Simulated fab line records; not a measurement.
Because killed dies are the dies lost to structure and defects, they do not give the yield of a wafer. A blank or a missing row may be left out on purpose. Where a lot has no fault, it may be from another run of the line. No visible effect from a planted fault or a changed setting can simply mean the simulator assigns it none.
Matching of chambers	flow nand_harc	4 sister chambers for NHARC_P_M2_ETCH_35 on rie_diel-11
The step etches the open film in N2/H2, target depth 40 nm, overetch 12 nm, time 43.94 s. 8 wafers are shown with their chamber, then 11 later ones without.

== WAFERS PAIRED WITH THEIR CHAMBERS ==
wafer	chamber	rf_vpp_V (V)	oes_product_au (a.u.)
L087.3	1	429.9	1.021
L089.1	2	427.3	1.000
L089.5	3	434.8	0.989
L089.6	0	426.0	1.002
L090.4	2	427.1	0.996
L090.5	0	425.2	1.004
L090.6	1	430.0	1.013
L091.1	3	434.1	0.994

== WAFERS WHOSE CHAMBER IS MISSING ==
wafer	rf_vpp_V (V)	oes_product_au (a.u.)
L091.3	430.2	1.017
L091.4	427.7	0.996
L095.1	426.9	0.996
L095.2	434.2	0.989
L095.4	427.4	0.999
L096.3	426.4	0.998
L096.4	429.5	1.004
L096.6	427.6	0.987
L097.1	431.3	1.001
L097.2	428.1	0.997
L097.4	426.0	1.001

== EACH ONE'S CHAMBER ==
wafer	from the rows above	in truth
L091.3	1	1
L091.4	2	2
L095.1	2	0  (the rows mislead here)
L095.2	3	3
L095.4	2	2
L096.3	can't be placed: 2 or 0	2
L096.4	1	1
L096.6	2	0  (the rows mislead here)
L097.1	1	1
L097.2	2	2
L097.4	0	0
Placed correctly: 8 of 11. These rows do not allow placing 1 (true chamber among the candidates in 1). Number placed wrongly: 2.
How it was worked out, from the rows above alone: a wafer's distance from a chamber is the root of the sum, over the readings, of the square of ((its reading less the chamber's mean) divided by the reading's scatter). If the next closest chamber is less than 2 further off than the closest, the wafer can't be placed; otherwise it belongs to the closest. For every chamber, the mean is computed from those of its wafers that are shown. The scatter is the square root of a quotient: the sum, over the shown wafers, of each reading's squared deviation from its chamber's mean, divided by wafers minus chambers.
